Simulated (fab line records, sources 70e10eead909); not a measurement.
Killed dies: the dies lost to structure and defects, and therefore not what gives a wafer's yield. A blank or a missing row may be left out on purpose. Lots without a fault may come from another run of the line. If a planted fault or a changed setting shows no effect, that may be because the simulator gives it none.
8D (eight disciplines) problem report, filled in by code    flow nandHarc    the parts of the form that need people (team, actions taken, sign-off) are left out

1. THE ISSUE
At NHARC_P_GATE_CD_MEAS_26, cdNm averages 131.3 nm over 6 wafers from 2 lots, while fault-free wafers read 119.7 nm, standard deviation 1. That is +12 standard deviations from the usual mean.
The step: target cd 120 nm.
Seen first at day 10 00:01 on cdSem-03, wafer L580.3. The record holds 39 wafers of 13 lots with a number at this step. The rule behind "out" and "out of limits": a value lying over 4 standard deviations away from the usual mean. The other wafers with a number count as sound.

2. WHAT IT IS; WHAT IT IS NOT
question                     is                      is not
which readings at this step  cdNm                    -
which lots                   L580, L581              L558, L559, L560, L562, L564, L566, L567, L568, L571, L572, L574
which wafers of those lots   all that have a number  -
read on which gauges         cdSem-02, cdSem-03      cdSem-01
when                         from day 10 00:01       up to then (33 sound wafers)

3. THE SUSPECTS, EACH WITH WHAT RULES IT OUT
Counting: any tool at a process step up to the reading is kept as a suspect provided that every lot that is out went through it and no sound lot did after the first of them.
- the gauge at NHARC_P_GATE_CD_MEAS_26: ruled out. Those wafers that are out were read across 2 gauges (cdSem-02, cdSem-03).
- arfiScanner-01 at NHARC_P_GATE_EXPOSE_23 (exposes mask P GATE, target cd 120 nm): kept. Every lot that is out went through it, starting with L580 (day 9 23:53), and after that it ran no sound lot; the last sound lot it ran before then is L574 (day 8 21:20). On those wafers its own readings are out: exposureDoseMJCm2.
After counting, what remains is arfiScanner-01 at NHARC_P_GATE_EXPOSE_23.

4. THE CAUSE (what the simulator had put in)
Process parameters drifting: arfiScanner-01 at NHARC_P_GATE_EXPOSE_23, beginning at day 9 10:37. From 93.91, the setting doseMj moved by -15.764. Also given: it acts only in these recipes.
The count eliminated every tool but this one.

5. SEQUENCE OF EFFECTS, ordered by route
Each row: a reading where the mean over the struck wafers with a number is more than 3 standard deviations away from the usual. Only readings whose record carries a usual standard deviation are examined. hours: median over the lots of the time between each lot's start at the first step of this table that gives one and its start at this step. sigmas: the change, counted in usual standard deviations.
hours  step                     reading            usual     on struck wafers  change  sigmas
0      NHARC_P_GATE_EXPOSE_23   exposureDoseMJCm2  93.91     78.21             -15.70  -99 or more
0      NHARC_P_GATE_CD_MEAS_26  cdNm               119.7 nm  131.3             +11.6   +12
Process steps it contains:
- NHARC_P_GATE_EXPOSE_23: exposes mask P GATE, target cd 120 nm.
Later steps that measure or inspect, where all struck wafers having a row at the step show a number for every such reading and not one has moved that far: NHARC_P_GATE_CD_MEAS_91, NHARC_END_SORT_01.

6. HOW IT WOULD HAVE BEEN CAUGHT EARLIER
In this record the first reading out of limits at a measuring or inspecting step was taken at day 10 00:01, 13 hours after the fault began at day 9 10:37.
The tool's own readings at NHARC_P_GATE_EXPOSE_23 were out on every struck wafer that the step has a row for (exposureDoseMJCm2): an alarm limit on them would have fired on the first of those.
Of the lots that are out (2), L581 began NHARC_P_GATE_EXPOSE_23 on arfiScanner-01 after day 10 00:01. Putting the tool on hold at that point would have spared it.
